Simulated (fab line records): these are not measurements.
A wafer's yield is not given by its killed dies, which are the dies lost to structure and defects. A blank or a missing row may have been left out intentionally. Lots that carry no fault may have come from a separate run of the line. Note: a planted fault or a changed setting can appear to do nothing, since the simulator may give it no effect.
A lot that was struck, set against a sound lot || flow n5 finfet || 15 out of 1938 route steps
Sound: the wafers L999.3, L999.5, L999.6. Wafers L108.2, L108.3, L108.4 were the ones struck. The cause comes at the end.
For every step that has rows: the tool of each side, followed by ch and its chambers, followed by its first start. Under that, the readings that differ: sound wafers || struck wafers || difference of the means || sigmas: that difference in standard deviations of wafers without a fault.
alike: same words and numbers on both sides, and readings whose means sit less than 2 such deviations apart. not compared: any withheld reading, any reading some wafer has no value for, any bound like >300 that may hide the same value, and any number with overlapping values for which the record gives no deviation.
A row with sigmas, a row that says differs or no value, or rows on one side alone: a step with any of these is where the two part. Numbers that don't overlap but have no deviation are shown without sigmas and don't part them. Lack of a reading on every wafer of one side parts them only where that side has two or more wafers.

first, 2 steps without rows for these wafers: N5_MOL_CONTACT_COAG_STRIP_107 (strips in N2/H2); N5_MOL_CONTACT_COAG_STRIP_108 (strips in N2/H2).
N5_MOL_CONTACT_COAG_CONTACT_ETCH_14: etches SiO2 in C4F6/O2, target depth 27.5 nm, overetch 8.5 nm, time 20 s.
  sound on rie diel-04 ch 1,2, day 5 08:00; struck on rie diel-03 ch 0,1,3, day 7 19:07
  alike: drypump motor current A, oes product au, rf vpp V, showerhead plenum p Torr, throttle valve pct
  not compared: rf hours counter h
then, 1 step without rows for these wafers: N5_MOL_CONTACT_COAG_STRIP_109 (strips in C4F6/O2).
N5_MOL_CONTACT_COAG_ETCH_15: etches SiNx in CH3F/O2, stops on Si:P, target depth 7 nm.
  sound on rie diel-04 ch 1,2, day 5 08:02; struck on rie diel-03 ch 0,1,3, day 7 19:08
  alike: drypump motor current A, oes product au, rf vpp V, showerhead plenum p Torr, throttle valve pct
  not compared: rf hours counter h
N5_MOL_CONTACT_COAG_ETCH_110: etches Si in CF4/O2, target depth 2.5 nm, time 8 s.
  sound on rie diel-04 ch 1,2, day 5 08:06; struck on rie diel-03 ch 0,1,3, day 7 19:12
  alike: cf4 flow sccm, drypump motor current A, oes product au, rf vpp V, showerhead plenum p Torr, throttle valve pct
  not compared: rf hours counter h
N5_MOL_CONTACT_COAG_STRIP_98: strips in N2/H2.
  sound on rie diel-04 ch 1,2, day 5 08:09; struck on rie diel-03 ch 0,1,3, day 7 19:15
  alike: drypump motor current A, oes product au, rf vpp V, showerhead plenum p Torr, throttle valve pct
  not compared: rf hours counter h
N5_MOL_CONTACT_COAG_CD_MEAS_99 targets a cd of 17.2 nm.
  sound: cd sem-02 at day 5 08:13; struck: cd sem-02 at day 7 19:19
  alike: cd nm
then, 2 steps without rows for these wafers: N5_MOL_CONTACT_COAG_IMPLANT_129; N5_MOL_CONTACT_COAG_PRECLEAN_111 (cleans in NF3:NH3, afs cycles 1, time 20 s, sublimation time 60 s).
N5_MOL_CONTACT_COAG_TI_SIL_19: material Ti, target thk 4.2 nm, time 15 s.
  sound: pvd sputter-01 at day 5 09:57; struck: pvd sputter-03 at day 7 20:00
  alike: chamber pressure pa, throttle valve pct
then, 1 step without rows for these wafers: N5_MOL_CONTACT_COAG_ALD_20 (deposits TiN, target thk 1.5 nm, pulse time 1 s, purge time 3 s).
N5_MOL_CONTACT_COAG_SIL_ANNEAL_21: time 60 s.
  sound on rtp anneal-02 ch 0, day 5 10:31; struck on rtp anneal-01, day 7 20:32
  no value came back on the struck wafers for any of 5 readings (lamp power pct (%), lamp_zone_1_pct (%) and others); on the sound wafers lamp power pct (%) reads 5.95 5.95 5.93
then, 1 step without rows for these wafers: N5_MOL_CONTACT_COAG_PRE_CLEAN_141 (time 60 s).
N5_PASSIVATION_PROBE_49:
  sound wafers here have rows in the record (prober-01, day 12 06:37); struck ones have none

== WHERE THEY PART ==
First at N5_MOL_CONTACT_COAG_SIL_ANNEAL_21; last, within this record, at N5_PASSIVATION_PROBE_49.

WHY: what had been put in by the simulator
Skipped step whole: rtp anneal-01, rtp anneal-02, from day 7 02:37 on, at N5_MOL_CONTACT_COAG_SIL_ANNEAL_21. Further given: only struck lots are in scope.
